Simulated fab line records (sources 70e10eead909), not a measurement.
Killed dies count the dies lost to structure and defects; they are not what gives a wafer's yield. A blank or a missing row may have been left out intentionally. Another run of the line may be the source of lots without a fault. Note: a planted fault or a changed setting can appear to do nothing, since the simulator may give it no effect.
Chamber matching :: flow nand harc :: rie diel-07 running NHARC_A_CONTACT_ETCH_48: 4 sister chambers
The step etches the open film in CF4, target depth 39 nm, time 65 s. 51 wafers are shown with their chamber, then 12 later ones without.

EACH WAFER AND ITS CHAMBER
wafer: L076.2
chamber: 1
showerhead plenum p Torr (Torr): 1.86
drypump motor current A (A): 5.5
oes product au (a.u.): 0.996

wafer: L076.3
chamber: 0
showerhead plenum p Torr (Torr): 1.80
drypump motor current A (A): 5.1
oes product au (a.u.): 0.996

wafer: L076.6
chamber: 1
showerhead plenum p Torr (Torr): 1.86
drypump motor current A (A): 5.5
oes product au (a.u.): 0.998

wafer: L076.1
chamber: 3
showerhead plenum p Torr (Torr): 1.87
drypump motor current A (A): 5.6
oes product au (a.u.): 0.979

wafer: L076.4
chamber: 0
showerhead plenum p Torr (Torr): 1.80
drypump motor current A (A): 5.1
oes product au (a.u.): 0.990

wafer: L076.5
chamber: 3
showerhead plenum p Torr (Torr): 1.87
drypump motor current A (A): 5.6
oes product au (a.u.): 0.977

wafer: L077.2
chamber: 2
showerhead plenum p Torr (Torr): 1.81
drypump motor current A (A): 5.4
oes product au (a.u.): 1.007

wafer: L077.3
chamber: 3
showerhead plenum p Torr (Torr): 1.87
drypump motor current A (A): 5.6
oes product au (a.u.): 0.981

wafer: L077.5
chamber: 1
showerhead plenum p Torr (Torr): 1.86
drypump motor current A (A): 5.5
oes product au (a.u.): 1.007

wafer: L080.1
chamber: 3
showerhead plenum p Torr (Torr): 1.87
drypump motor current A (A): 5.6
oes product au (a.u.): 0.984

wafer: L080.3
chamber: 0
showerhead plenum p Torr (Torr): 1.80
drypump motor current A (A): 5.0
oes product au (a.u.): 1.002

wafer: L080.4
chamber: 3
showerhead plenum p Torr (Torr): 1.87
drypump motor current A (A): 5.6
oes product au (a.u.): 0.980

wafer: L080.2
chamber: 2
showerhead plenum p Torr (Torr): 1.81
drypump motor current A (A): 5.5
oes product au (a.u.): 1.004

wafer: L080.5
chamber: 0
showerhead plenum p Torr (Torr): 1.80
drypump motor current A (A): 5.0
oes product au (a.u.): 0.996

wafer: L080.6
chamber: 2
showerhead plenum p Torr (Torr): 1.81
drypump motor current A (A): 5.4
oes product au (a.u.): 1.004

wafer: L078.2
chamber: 0
showerhead plenum p Torr (Torr): 1.80
drypump motor current A (A): 5.0
oes product au (a.u.): 1.001

wafer: L078.3
chamber: 2
showerhead plenum p Torr (Torr): 1.81
drypump motor current A (A): 5.5
oes product au (a.u.): 1.002

wafer: L078.5
chamber: 0
showerhead plenum p Torr (Torr): 1.80
drypump motor current A (A): 5.1
oes product au (a.u.): 0.997

wafer: L079.3
chamber: 0
showerhead plenum p Torr (Torr): 1.80
drypump motor current A (A): 5.1
oes product au (a.u.): 1.011

wafer: L079.4
chamber: 3
showerhead plenum p Torr (Torr): 1.87
drypump motor current A (A): 5.6
oes product au (a.u.): 0.983

wafer: L079.5
chamber: 0
showerhead plenum p Torr (Torr): 1.80
drypump motor current A (A): 5.1
oes product au (a.u.): 1.004

wafer: L074.2
chamber: 3
showerhead plenum p Torr (Torr): 1.87
drypump motor current A (A): 5.6
oes product au (a.u.): 0.981

wafer: L074.4
chamber: 2
showerhead plenum p Torr (Torr): 1.80
drypump motor current A (A): 5.4
oes product au (a.u.): 1.002

wafer: L074.6
chamber: 0
showerhead plenum p Torr (Torr): 1.80
drypump motor current A (A): 5.1
oes product au (a.u.): 1.000

wafer: L083.1
chamber: 0
showerhead plenum p Torr (Torr): 1.80
drypump motor current A (A): 5.0
oes product au (a.u.): 1.006

wafer: L083.2
chamber: 2
showerhead plenum p Torr (Torr): 1.80
drypump motor current A (A): 5.4
oes product au (a.u.): 0.982

wafer: L083.3
chamber: 3
showerhead plenum p Torr (Torr): 1.87
drypump motor current A (A): 5.6
oes product au (a.u.): 0.999

wafer: L085.2
chamber: 1
showerhead plenum p Torr (Torr): 1.86
drypump motor current A (A): 5.5
oes product au (a.u.): 1.008

wafer: L085.3
chamber: 0
showerhead plenum p Torr (Torr): 1.80
drypump motor current A (A): 5.0
oes product au (a.u.): 1.005

wafer: L085.4
chamber: 3
showerhead plenum p Torr (Torr): 1.86
drypump motor current A (A): 5.6
oes product au (a.u.): 0.999

wafer: L085.1
chamber: 2
showerhead plenum p Torr (Torr): 1.80
drypump motor current A (A): 5.4
oes product au (a.u.): 0.983

wafer: L085.5
chamber: 0
showerhead plenum p Torr (Torr): 1.80
drypump motor current A (A): 5.1
oes product au (a.u.): 1.004

wafer: L085.6
chamber: 3
showerhead plenum p Torr (Torr): 1.86
drypump motor current A (A): 5.6
oes product au (a.u.): 1.005

wafer: L084.3
chamber: 1
showerhead plenum p Torr (Torr): 1.86
drypump motor current A (A): 5.5
oes product au (a.u.): 1.007

wafer: L084.4
chamber: 2
showerhead plenum p Torr (Torr): 1.80
drypump motor current A (A): 5.5
oes product au (a.u.): 0.984

wafer: L084.5
chamber: 1
showerhead plenum p Torr (Torr): 1.86
drypump motor current A (A): 5.5
oes product au (a.u.): 1.008

wafer: L086.1
chamber: 0
showerhead plenum p Torr (Torr): 1.80
drypump motor current A (A): 5.1
oes product au (a.u.): 1.006

wafer: L086.3
chamber: 1
showerhead plenum p Torr (Torr): 1.86
drypump motor current A (A): 5.5
oes product au (a.u.): 0.994

wafer: L086.4
chamber: 2
showerhead plenum p Torr (Torr): 1.80
drypump motor current A (A): 5.4
oes product au (a.u.): 0.990

wafer: L089.1
chamber: 1
showerhead plenum p Torr (Torr): 1.86
drypump motor current A (A): 5.5
oes product au (a.u.): 1.004

wafer: L089.2
chamber: 0
showerhead plenum p Torr (Torr): 1.80
drypump motor current A (A): 5.1
oes product au (a.u.): 1.005

wafer: L089.6
chamber: 2
showerhead plenum p Torr (Torr): 1.80
drypump motor current A (A): 5.4
oes product au (a.u.): 0.987

wafer: L090.2
chamber: 3
showerhead plenum p Torr (Torr): 1.86
drypump motor current A (A): 5.6
oes product au (a.u.): 0.991

wafer: L090.5
chamber: 0
showerhead plenum p Torr (Torr): 1.80
drypump motor current A (A): 5.1
oes product au (a.u.): 1.001

wafer: L090.6
chamber: 1
showerhead plenum p Torr (Torr): 1.86
drypump motor current A (A): 5.5
oes product au (a.u.): 1.008

wafer: L094.3
chamber: 1
showerhead plenum p Torr (Torr): 1.86
drypump motor current A (A): 5.5
oes product au (a.u.): 1.009

wafer: L094.4
chamber: 3
showerhead plenum p Torr (Torr): 1.86
drypump motor current A (A): 5.6
oes product au (a.u.): 0.992

wafer: L094.5
chamber: 3
showerhead plenum p Torr (Torr): 1.86
drypump motor current A (A): 5.6
oes product au (a.u.): 0.980

wafer: L093.2
chamber: 1
showerhead plenum p Torr (Torr): 1.86
drypump motor current A (A): 5.5
oes product au (a.u.): 1.007

wafer: L093.3
chamber: 2
showerhead plenum p Torr (Torr): 1.80
drypump motor current A (A): 5.4
oes product au (a.u.): 0.977

wafer: L093.5
chamber: 0
showerhead plenum p Torr (Torr): 1.80
drypump motor current A (A): 5.1
oes product au (a.u.): 1.006

SIGNATURES (averages over the wafers above)
reading: showerhead plenum p Torr
chamber 0: 1.8000
chamber 1: 1.8600
chamber 2: 1.8036
chamber 3: 1.8662
scatter within a chamber: 0.00346

reading: drypump motor current A
chamber 0: 5.069
chamber 1: 5.500
chamber 2: 5.427
chamber 3: 5.600
scatter within a chamber: 0.0346

reading: oes product au
chamber 0: 1.00188
chamber 1: 1.00418
chamber 2: 0.99291
chamber 3: 0.98700
scatter within a chamber: 0.00788
Rule: for each reading, subtract the chamber's mean from the wafer's reading, divide by that reading's scatter and square the result; add these up over the readings and take the root, which gives the wafer's distance from the chamber. If the next closest chamber is less than 2 further off than the closest, the wafer can't be placed; otherwise it belongs to the closest. How the scatter is found: for the shown wafers, subtract from each reading the mean of its chamber, square and add these, divide the total by (wafers less chambers), then take the root.

WAFERS WHOSE CHAMBER IS MISSING
wafer: L093.1
showerhead plenum p Torr (Torr): 1.80
drypump motor current A (A): 5.1
oes product au (a.u.): 1.024

wafer: L093.4
showerhead plenum p Torr (Torr): 1.86
drypump motor current A (A): 5.5
oes product au (a.u.): 1.013

wafer: L093.6
showerhead plenum p Torr (Torr): 1.80
drypump motor current A (A): 5.4
oes product au (a.u.): 0.984

wafer: L095.1
showerhead plenum p Torr (Torr): 1.80
drypump motor current A (A): 5.1
oes product au (a.u.): 1.013

wafer: L095.2
showerhead plenum p Torr (Torr): 1.80
drypump motor current A (A): 5.4
oes product au (a.u.): 0.991

wafer: L095.4
showerhead plenum p Torr (Torr): 1.86
drypump motor current A (A): 5.6
oes product au (a.u.): 0.994

wafer: L096.3
showerhead plenum p Torr (Torr): 1.79
drypump motor current A (A): 5.1
oes product au (a.u.): 1.016

wafer: L096.5
showerhead plenum p Torr (Torr): 1.86
drypump motor current A (A): 5.6
oes product au (a.u.): 0.989

wafer: L096.6
showerhead plenum p Torr (Torr): 1.80
drypump motor current A (A): 5.1
oes product au (a.u.): 1.012

wafer: L097.2
showerhead plenum p Torr (Torr): 1.86
drypump motor current A (A): 5.6
oes product au (a.u.): 0.990

wafer: L097.5
showerhead plenum p Torr (Torr): 1.86
drypump motor current A (A): 5.6
oes product au (a.u.): 0.985

wafer: L097.6
showerhead plenum p Torr (Torr): 1.79
drypump motor current A (A): 5.1
oes product au (a.u.): 1.023

THE CHAMBER EACH PASSED THROUGH
wafer: L093.1
from the rows above: 0
in truth: 0

wafer: L093.4
from the rows above: 1
in truth: 1

wafer: L093.6
from the rows above: 2
in truth: 2

wafer: L095.1
from the rows above: 0
in truth: 0

wafer: L095.2
from the rows above: 2
in truth: 2

wafer: L095.4
from the rows above: can't be placed: 3 or 1
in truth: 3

wafer: L096.3
from the rows above: 0
in truth: 0

wafer: L096.5
from the rows above: can't be placed: 3 or 1
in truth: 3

wafer: L096.6
from the rows above: 0
in truth: 0

wafer: L097.2
from the rows above: can't be placed: 3 or 1
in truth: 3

wafer: L097.5
from the rows above: can't be placed: 3 or 1
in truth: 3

wafer: L097.6
from the rows above: 0
in truth: 0
Correct placement for 8 of the 12. From these rows, 4 cannot be placed; in 4 the true chamber is one of the candidates. Number placed wrongly: 0.
